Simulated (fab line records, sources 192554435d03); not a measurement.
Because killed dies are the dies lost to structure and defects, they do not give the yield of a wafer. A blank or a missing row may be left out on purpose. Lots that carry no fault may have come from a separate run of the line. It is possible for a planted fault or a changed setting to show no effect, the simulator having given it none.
Which tool was responsible? :: flow n5-finfet :: 30 wafers from 10 lots sampled at 5 of the route's 1938 steps

== WHAT THE GAUGES SHOWED, per wafer ==
N5_BEOL_M1_THK_MEAS_01. Usual: M1_ILD_THK 79.0 nm, standard deviation 1.1.
lot: L224
measured: day 6 13:54
on: film-metro-01
M1_ILD_THK (nm): 79.6 78.9 79.7
flag: 

lot: L227
measured: day 7 05:46
on: film-metro-01
M1_ILD_THK (nm): 78.3 80.0 79.9
flag: 

lot: L228
measured: day 7 06:25
on: film-metro-01
M1_ILD_THK (nm): 78.2 77.8 80.4
flag: 

lot: L229
measured: day 7 11:02
on: film-metro-02
M1_ILD_THK (nm): 75.8 78.2 78.8
flag: 

lot: L234
measured: day 8 22:47
on: film-metro-01
M1_ILD_THK (nm): 77.8 79.0 79.8
flag: 

lot: L233
measured: day 8 23:08
on: film-metro-02
M1_ILD_THK (nm): 79.0 80.5 79.6
flag: 

lot: L235
measured: day 9 00:10
on: film-metro-01
M1_ILD_THK (nm): 78.8 80.3 80.4
flag: 

lot: L236
measured: day 9 11:43
on: film-metro-01
M1_ILD_THK (nm): 77.1 78.6 79.5
flag: 

lot: L237
measured: day 9 18:41
on: film-metro-02
M1_ILD_THK (nm): 77.0 78.0 77.6
flag: 

lot: L242
measured: day 11 04:25
on: film-metro-02
M1_ILD_THK (nm): 76.9 79.1 78.7
flag: 

N5_BEOL_M1_CD_MEAS_11: the cd target is 17.05 nm. Usual: cd-nm at 17.08 nm, with a standard deviation of 0.22.
lot: L224
measured: day 6 18:01
on: cd-sem-03
cd-nm (nm): 16.97 16.90 17.00
flag: 

lot: L227
measured: day 7 06:56
on: cd-sem-01
cd-nm (nm): 16.88 17.14 17.13
flag: 

lot: L228
measured: day 7 07:40
on: cd-sem-01
cd-nm (nm): 16.81 17.31 17.16
flag: 

lot: L229
measured: day 7 16:23
on: cd-sem-03
cd-nm (nm): 16.64 16.90 16.86
flag: 

lot: L234
measured: day 8 23:38
on: cd-sem-02
cd-nm (nm): 17.18 17.35 16.79
flag: 

lot: L233
measured: day 8 23:52
on: cd-sem-01
cd-nm (nm): 16.88 16.83 16.90
flag: 

lot: L235
measured: day 9 00:55
on: cd-sem-03
cd-nm (nm): 16.95 17.44 17.00
flag: 

lot: L236
measured: day 9 12:43
on: cd-sem-01
cd-nm (nm): 16.73 17.24 17.07
flag: 

lot: L237
measured: day 9 20:30
on: cd-sem-02
cd-nm (nm): 16.86 17.02 16.90
flag: 

lot: L242
measured: day 11 05:04
on: cd-sem-02
cd-nm (nm): 16.97 16.85 17.10
flag: 

N5_BEOL_M4_RC_MEAS_101. Usual: DIBL_N 36.4 mV/V, standard deviation 1.2; DIBL_P 36.1 mV/V, standard deviation 1.6; IOFF_N 0.156 nA/um, standard deviation 0.024; IOFF_P 0.21 nA/um, standard deviation 0.031; ION_N 674 uA/um, standard deviation 11; ION_P 463 uA/um, standard deviation 6.9; SS_N 71.5 mV/dec, standard deviation 0.5; SS_P 73.2 mV/dec, standard deviation 0.55; VT_N 250.0 mV, standard deviation 2.9; VT_P -250 mV, standard deviation 3.6.
lot: L224
measured: day 8 05:44
on: prober-01
DIBL_N (mV/V): 37.3 38.7 36.8
DIBL_P (mV/V): 38.3 39.4 37.6
IOFF_N (nA/um): 0.181 0.208 0.167
IOFF_P (nA/um): 0.23 0.24 0.21
ION_N (uA/um): 680 684 674
ION_P (uA/um): 469 464 459
SS_N (mV/dec): 72.1 72.1 72.4
SS_P (mV/dec): 73.3 73.8 73.3
VT_N (mV): 247.3 244.2 247.0
VT_P (mV): -250 -249 -251
flag: 

lot: L227
measured: day 9 01:47
on: prober-01
DIBL_N (mV/V): 35.2 35.9 35.2
DIBL_P (mV/V): 34.7 36.4 34.3
IOFF_N (nA/um): 0.133 0.144 0.134
IOFF_P (nA/um): 0.20 0.22 0.20
ION_N (uA/um): 668 671 665
ION_P (uA/um): 468 468 461
SS_N (mV/dec): 71.4 72.3 71.2
SS_P (mV/dec): 73.0 73.8 72.9
VT_N (mV): 250.7 251.6 253.1
VT_P (mV): -249 -246 -250
flag: 

lot: L228
measured: day 8 23:57
on: prober-01
DIBL_N (mV/V): 36.8 38.0 37.1
DIBL_P (mV/V): 35.8 36.4 36.3
IOFF_N (nA/um): 0.182 0.195 0.185
IOFF_P (nA/um): 0.28 0.28 0.29
ION_N (uA/um): 676 683 681
ION_P (uA/um): 470 467 471
SS_N (mV/dec): 71.2 72.1 71.8
SS_P (mV/dec): 73.6 74.5 73.5
VT_N (mV): 250.4 247.6 247.4
VT_P (mV): -245 -242 -243
flag: 

lot: L229
measured: day 9 03:59
on: prober-02
DIBL_N (mV/V): 34.6 35.2 36.4
DIBL_P (mV/V): 33.9 35.1 36.3
IOFF_N (nA/um): 0.136 0.148 0.181
IOFF_P (nA/um): 0.20 0.22 0.25
ION_N (uA/um): 661 678 688
ION_P (uA/um): 466 468 482
SS_N (mV/dec): 70.7 71.2 71.6
SS_P (mV/dec): 73.5 73.2 73.9
VT_N (mV): 250.5 251.3 246.8
VT_P (mV): -249 -247 -246
flag: 

lot: L234
measured: day 10 11:17
on: prober-01
DIBL_N (mV/V): 34.6 34.1 36.6
DIBL_P (mV/V): 32.7 32.2 35.1
IOFF_N (nA/um): 0.127 0.117 0.156
IOFF_P (nA/um): 0.18 0.17 0.21
ION_N (uA/um): 661 660 678
ION_P (uA/um): 454 453 460
SS_N (mV/dec): 71.4 71.3 71.4
SS_P (mV/dec): 72.3 72.0 73.0
VT_N (mV): 255.9 255.5 250.3
VT_P (mV): -252 -253 -249
flag: 

lot: L233
measured: day 10 16:43
on: prober-02
DIBL_N (mV/V): 38.7 38.5 40.6
DIBL_P (mV/V): 38.0 38.2 41.5
IOFF_N (nA/um): 0.181 0.185 0.236
IOFF_P (nA/um): 0.25 0.25 0.31
ION_N (uA/um): 671 683 696
ION_P (uA/um): 464 468 477
SS_N (mV/dec): 72.1 72.3 72.6
SS_P (mV/dec): 73.0 73.4 73.8
VT_N (mV): 245.3 245.3 245.4
VT_P (mV): -246 -249 -242
flag: 

lot: L235
measured: day 11 02:11
on: prober-01
DIBL_N (mV/V): 37.0 37.7 36.5
DIBL_P (mV/V): 35.7 36.9 35.4
IOFF_N (nA/um): 0.143 0.156 0.135
IOFF_P (nA/um): 0.17 0.18 0.16
ION_N (uA/um): 665 684 667
ION_P (uA/um): 455 458 454
SS_N (mV/dec): 72.0 72.1 71.4
SS_P (mV/dec): 73.3 73.2 73.1
VT_N (mV): 250.7 249.1 252.3
VT_P (mV): -259 -258 -259
flag: 

lot: L236
measured: day 11 03:54
on: prober-02
DIBL_N (mV/V): 36.6 35.8 34.6
DIBL_P (mV/V): 35.0 34.9 33.3
IOFF_N (nA/um): 0.154 0.151 0.127
IOFF_P (nA/um): 0.19 0.18 0.17
ION_N (uA/um): 681 684 665
ION_P (uA/um): 463 460 452
SS_N (mV/dec): 71.8 71.6 71.5
SS_P (mV/dec): 73.3 73.0 73.3
VT_N (mV): 252.5 249.4 253.1
VT_P (mV): -252 -254 -257
flag: 

lot: L237
measured: day 11 12:38
on: prober-02
DIBL_N (mV/V): 37.7 35.5 35.6
DIBL_P (mV/V): 36.7 34.2 34.6
IOFF_N (nA/um): 0.170 0.130 0.140
IOFF_P (nA/um): 0.20 0.16 0.17
ION_N (uA/um): 672 667 671
ION_P (uA/um): 455 460 460
SS_N (mV/dec): 71.7 70.6 71.4
SS_P (mV/dec): 74.1 73.1 73.3
VT_N (mV): 250.4 253.5 252.1
VT_P (mV): -252 -256 -254
flag: 

lot: L242
measured: day 12 20:18
on: prober-02
DIBL_N (mV/V): 34.0 34.5 34.4
DIBL_P (mV/V): 34.0 35.2 33.8
IOFF_N (nA/um): 0.129 0.134 0.120
IOFF_P (nA/um): 0.18 0.20 0.18
ION_N (uA/um): 667 670 660
ION_P (uA/um): 467 467 459
SS_N (mV/dec): 71.0 71.1 70.2
SS_P (mV/dec): 73.1 72.5 72.6
VT_N (mV): 252.9 249.4 251.6
VT_P (mV): -249 -250 -250
flag: 

== WHAT TOOL EACH LOT RAN ON (gives the tool, then ch and the chambers of the sampled wafers, and finally the start) ==
lot: L224
N5_BEOL_M0_PRE_CLEAN_131: cvd-co-02 ch 0,2, day 6 13:29
N5_BEOL_M1_COAT_73: litho-track-03 ch 0, day 6 17:38

lot: L227
N5_BEOL_M0_PRE_CLEAN_131: cvd-co-02 ch 0,1, day 7 05:25
N5_BEOL_M1_COAT_73: litho-track-04 ch 0, day 7 06:40

lot: L228
N5_BEOL_M0_PRE_CLEAN_131: cvd-co-01 ch 0,1, day 7 06:04
N5_BEOL_M1_COAT_73: litho-track-04 ch 0, day 7 07:17

lot: L229
N5_BEOL_M0_PRE_CLEAN_131: cvd-co-02 ch 1,2, day 7 10:40
N5_BEOL_M1_COAT_73: litho-track-04 ch 0, day 7 15:59

lot: L234
N5_BEOL_M0_PRE_CLEAN_131: cvd-co-02 ch 1,2, day 8 22:25
N5_BEOL_M1_COAT_73: litho-track-04 ch 0, day 8 23:23

lot: L233
N5_BEOL_M0_PRE_CLEAN_131: cvd-co-02 ch 0,1,2, day 8 22:47
N5_BEOL_M1_COAT_73: litho-track-03 ch 0, day 8 23:35

lot: L235
N5_BEOL_M0_PRE_CLEAN_131: cvd-co-01 ch 1,2, day 8 23:49
N5_BEOL_M1_COAT_73: litho-track-04 ch 0, day 9 00:39

lot: L236
N5_BEOL_M0_PRE_CLEAN_131: cvd-co-01 ch 0,1,2, day 9 11:21
N5_BEOL_M1_COAT_73: litho-track-05 ch 0, day 9 12:28

lot: L237
N5_BEOL_M0_PRE_CLEAN_131: cvd-co-02 ch 0,1, day 9 18:19
N5_BEOL_M1_COAT_73: litho-track-04 ch 0, day 9 20:14

lot: L242
N5_BEOL_M0_PRE_CLEAN_131: cvd-co-02 ch 0,1,2, day 11 04:04
N5_BEOL_M1_COAT_73: litho-track-04 ch 0, day 11 04:46
- N5_BEOL_M0_PRE_CLEAN_131: time 15 s.
- N5_BEOL_M1_COAT_73: time 60 s, resist thk 5 nm.

== AS READ BY THE TOOLS THEMSELVES (means over the sampled wafers that have a number; for cases with no such wafer, the mark the record gives instead) ==
N5_BEOL_M0_PRE_CLEAN_131. Usual: heater-power-outer-w 19 W, standard deviation 9.4; heater-power-w 74 W, standard deviation 15.
lot: L224
tool: cvd-co-02
heater-power-outer-w (W): 11
heater-power-w (W): 59
flag: 

lot: L227
tool: cvd-co-02
heater-power-outer-w (W): 15
heater-power-w (W): 64
flag: 

lot: L228
tool: cvd-co-01
heater-power-outer-w (W): 29
heater-power-w (W): 93
flag: 

lot: L229
tool: cvd-co-02
heater-power-outer-w (W): 12
heater-power-w (W): 63
flag: 

lot: L234
tool: cvd-co-02
heater-power-outer-w (W): 10
heater-power-w (W): 61
flag: 

lot: L233
tool: cvd-co-02
heater-power-outer-w (W): 14
heater-power-w (W): 62
flag: 

lot: L235
tool: cvd-co-01
heater-power-outer-w (W): 15
heater-power-w (W): 72
flag: 

lot: L236
tool: cvd-co-01
heater-power-outer-w (W): 22
heater-power-w (W): 82
flag: 

lot: L237
tool: cvd-co-02
heater-power-outer-w (W): 15
heater-power-w (W): 64
flag: 

lot: L242
tool: cvd-co-02
heater-power-outer-w (W): 13
heater-power-w (W): 62
flag: 

N5_BEOL_M1_COAT_73. Usual: exhaust-pa 45.2 Pa, standard deviation 0.83; heater-power-total-W 391.9 W, standard deviation 1.4; plate-temp-C 204.99 C, standard deviation 0.18.
lot: L224
tool: litho-track-03
exhaust-pa (Pa): 45.6
heater-power-total-W (W): 391.8
plate-temp-C (C): 204.77
flag: 

lot: L227
tool: litho-track-04
exhaust-pa (Pa): 44.9
heater-power-total-W (W): 392.5
plate-temp-C (C): 204.78
flag: 

lot: L228
tool: litho-track-04
exhaust-pa (Pa): 44.1
heater-power-total-W (W): 391.9
plate-temp-C (C): 205.18
flag: 

lot: L229
tool: litho-track-04
exhaust-pa (Pa): 44.2
heater-power-total-W (W): 391.8
plate-temp-C (C): 205.08
flag: 

lot: L234
tool: litho-track-04
exhaust-pa (Pa): 44.4
heater-power-total-W (W): 392.0
plate-temp-C (C): 205.02
flag: 

lot: L233
tool: litho-track-03
exhaust-pa (Pa): 45.0
heater-power-total-W (W): 391.2
plate-temp-C (C): 204.98
flag: 

lot: L235
tool: litho-track-04
exhaust-pa (Pa): 45.7
heater-power-total-W (W): 391.3
plate-temp-C (C): 205.02
flag: 

lot: L236
tool: litho-track-05
exhaust-pa (Pa): 44.7
heater-power-total-W (W): 392.4
plate-temp-C (C): 205.03
flag: 

lot: L237
tool: litho-track-04
exhaust-pa (Pa): 46.5
heater-power-total-W (W): 401.5
plate-temp-C (C): 208.77
flag: OFF

lot: L242
tool: litho-track-04
exhaust-pa (Pa): 45.8
heater-power-total-W (W): 401.1
plate-temp-C (C): 208.85
flag: OFF

== THE ANSWER, worked out from the rows above alone ==
Rule: a lot counts as off when the mean over its wafers that have a number is more than 3 standard deviations away from the usual mean. A lot without any number at a reading at which 4 lots or more have one is off too. All remaining lots with rows at the step are treated as sound. The gauges are gone through in route order, then the tools' own readings, and for those a lot's mean is taken as printed above. The first step at which some lot is off is used, and at that step the reading that is off furthest; a lot without a number counts as furthest.
Off at N5_BEOL_M1_COAT_73 (plate-temp-C): L237, L242.
If a tool, at that step or one of the process steps before it, ran each lot that is off and ran no sound lot following the first of them, it fits. Can't be told from this: 2 tools fit, cvd-co-02 at N5_BEOL_M0_PRE_CLEAN_131, litho-track-04 at N5_BEOL_M1_COAT_73.

== WHAT HAD BEEN PUT IN BY THE SIMULATOR ==
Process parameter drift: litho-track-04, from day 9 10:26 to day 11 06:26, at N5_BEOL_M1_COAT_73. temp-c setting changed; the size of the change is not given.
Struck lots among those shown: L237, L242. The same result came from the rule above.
